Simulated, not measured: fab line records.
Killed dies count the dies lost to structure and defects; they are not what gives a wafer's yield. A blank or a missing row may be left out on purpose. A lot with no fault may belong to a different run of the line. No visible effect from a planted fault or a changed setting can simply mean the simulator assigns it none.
Chamber matching :: flow n5_finfet :: 4 sister chambers for N5_SD_EPI_N_ETCH_16 on rie_diel-04
The step etches SiO2 in CHF3/O2, target depth 5 nm. 24 wafers are shown with their chamber, then 12 later ones without.

## EACH WAFER AND ITS CHAMBER
wafer: L074.1
chamber: 3
drypump_motor_current_A (A): 6.5
throttle_valve_pct (%): 19.27
oes_ar_750_au (a.u.): 0.72

wafer: L074.4
chamber: 3
drypump_motor_current_A (A): 6.5
throttle_valve_pct (%): 19.26
oes_ar_750_au (a.u.): 0.71

wafer: L074.6
chamber: 1
drypump_motor_current_A (A): 6.0
throttle_valve_pct (%): 18.89
oes_ar_750_au (a.u.): 0.69

wafer: L075.2
chamber: 0
drypump_motor_current_A (A): 6.1
throttle_valve_pct (%): 19.57
oes_ar_750_au (a.u.): 0.70

wafer: L075.3
chamber: 3
drypump_motor_current_A (A): 6.4
throttle_valve_pct (%): 19.28
oes_ar_750_au (a.u.): 0.72

wafer: L075.5
chamber: 1
drypump_motor_current_A (A): 6.0
throttle_valve_pct (%): 18.89
oes_ar_750_au (a.u.): 0.69

wafer: L076.1
chamber: 3
drypump_motor_current_A (A): 6.4
throttle_valve_pct (%): 19.28
oes_ar_750_au (a.u.): 0.72

wafer: L076.2
chamber: 1
drypump_motor_current_A (A): 6.0
throttle_valve_pct (%): 18.91
oes_ar_750_au (a.u.): 0.69

wafer: L076.4
chamber: 0
drypump_motor_current_A (A): 6.1
throttle_valve_pct (%): 19.57
oes_ar_750_au (a.u.): 0.70

wafer: L078.1
chamber: 2
drypump_motor_current_A (A): 6.0
throttle_valve_pct (%): 18.82
oes_ar_750_au (a.u.): 0.98

wafer: L078.5
chamber: 2
drypump_motor_current_A (A): 6.0
throttle_valve_pct (%): 18.84
oes_ar_750_au (a.u.): 0.98

wafer: L078.6
chamber: 1
drypump_motor_current_A (A): 6.0
throttle_valve_pct (%): 18.91
oes_ar_750_au (a.u.): 0.68

wafer: L082.1
chamber: 1
drypump_motor_current_A (A): 6.0
throttle_valve_pct (%): 18.93
oes_ar_750_au (a.u.): 0.69

wafer: L082.2
chamber: 0
drypump_motor_current_A (A): 6.2
throttle_valve_pct (%): 19.19
oes_ar_750_au (a.u.): 0.94

wafer: L082.4
chamber: 2
drypump_motor_current_A (A): 5.9
throttle_valve_pct (%): 18.84
oes_ar_750_au (a.u.): 0.94

wafer: L084.4
chamber: 0
drypump_motor_current_A (A): 6.2
throttle_valve_pct (%): 19.18
oes_ar_750_au (a.u.): 0.93

wafer: L084.5
chamber: 2
drypump_motor_current_A (A): 5.9
throttle_valve_pct (%): 18.85
oes_ar_750_au (a.u.): 0.93

wafer: L084.6
chamber: 1
drypump_motor_current_A (A): 6.0
throttle_valve_pct (%): 18.92
oes_ar_750_au (a.u.): 0.67

wafer: L086.2
chamber: 2
drypump_motor_current_A (A): 6.0
throttle_valve_pct (%): 18.88
oes_ar_750_au (a.u.): 0.92

wafer: L086.5
chamber: 3
drypump_motor_current_A (A): 6.4
throttle_valve_pct (%): 19.31
oes_ar_750_au (a.u.): 0.70

wafer: L086.6
chamber: 2
drypump_motor_current_A (A): 6.0
throttle_valve_pct (%): 18.88
oes_ar_750_au (a.u.): 0.92

wafer: L087.4
chamber: 2
drypump_motor_current_A (A): 6.0
throttle_valve_pct (%): 18.88
oes_ar_750_au (a.u.): 0.91

wafer: L087.5
chamber: 3
drypump_motor_current_A (A): 6.4
throttle_valve_pct (%): 19.32
oes_ar_750_au (a.u.): 0.70

wafer: L087.6
chamber: 2
drypump_motor_current_A (A): 6.0
throttle_valve_pct (%): 18.87
oes_ar_750_au (a.u.): 0.91

SIGNATURES (averages over the wafers above)
reading: drypump_motor_current_A
chamber 0: 6.150
chamber 1: 6.000
chamber 2: 5.975
chamber 3: 6.433
scatter within a chamber: 0.0438

reading: throttle_valve_pct
chamber 0: 19.3775
chamber 1: 18.9083
chamber 2: 18.8575
chamber 3: 19.2867
scatter within a chamber: 0.0883

reading: oes_ar_750_au
chamber 0: 0.8175
chamber 1: 0.6850
chamber 2: 0.9363
chamber 3: 0.7117
scatter within a chamber: 0.0556
Rule: for each reading, subtract the chamber's mean from the wafer's reading, divide by that reading's scatter and square the result; add these up over the readings and take the root, which gives the wafer's distance from the chamber. If the next closest chamber is less than 2 further off than the closest, the wafer can't be placed; otherwise it belongs to the closest. The scatter: the root of (the sum of the squares of (reading less its chamber's mean) over the shown wafers, divided by (wafers less chambers)).

## WAFERS MISSING THEIR CHAMBER
wafer: L089.1
drypump_motor_current_A (A): 6.0
throttle_valve_pct (%): 18.87
oes_ar_750_au (a.u.): 0.90

wafer: L089.5
drypump_motor_current_A (A): 6.0
throttle_valve_pct (%): 18.86
oes_ar_750_au (a.u.): 0.90

wafer: L089.6
drypump_motor_current_A (A): 6.2
throttle_valve_pct (%): 19.21
oes_ar_750_au (a.u.): 0.92

wafer: L093.2
drypump_motor_current_A (A): 6.1
throttle_valve_pct (%): 19.22
oes_ar_750_au (a.u.): 0.89

wafer: L093.3
drypump_motor_current_A (A): 6.0
throttle_valve_pct (%): 18.90
oes_ar_750_au (a.u.): 0.88

wafer: L093.4
drypump_motor_current_A (A): 6.5
throttle_valve_pct (%): 19.33
oes_ar_750_au (a.u.): 0.69

wafer: L094.2
drypump_motor_current_A (A): 6.5
throttle_valve_pct (%): 19.34
oes_ar_750_au (a.u.): 0.69

wafer: L094.3
drypump_motor_current_A (A): 6.1
throttle_valve_pct (%): 19.22
oes_ar_750_au (a.u.): 0.89

wafer: L094.4
drypump_motor_current_A (A): 6.0
throttle_valve_pct (%): 18.89
oes_ar_750_au (a.u.): 0.88

wafer: L095.1
drypump_motor_current_A (A): 6.0
throttle_valve_pct (%): 18.60
oes_ar_750_au (a.u.): 0.95

wafer: L095.4
drypump_motor_current_A (A): 6.4
throttle_valve_pct (%): 19.34
oes_ar_750_au (a.u.): 0.68

wafer: L095.5
drypump_motor_current_A (A): 6.2
throttle_valve_pct (%): 19.21
oes_ar_750_au (a.u.): 0.88

## WHICH CHAMBER EACH WENT THROUGH
wafer: L089.1
from the rows above: 2
in truth: 2

wafer: L089.5
from the rows above: 2
in truth: 2

wafer: L089.6
from the rows above: 0
in truth: 0

wafer: L093.2
from the rows above: 0
in truth: 0

wafer: L093.3
from the rows above: 2
in truth: 2

wafer: L093.4
from the rows above: 3
in truth: 3

wafer: L094.2
from the rows above: 3
in truth: 3

wafer: L094.3
from the rows above: 0
in truth: 0

wafer: L094.4
from the rows above: 2
in truth: 2

wafer: L095.1
from the rows above: 2
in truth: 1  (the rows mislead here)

wafer: L095.4
from the rows above: 3
in truth: 3

wafer: L095.5
from the rows above: 0
in truth: 0
11 of 12 placed correctly. Not placeable from these rows: 0. Placed wrongly: 1.
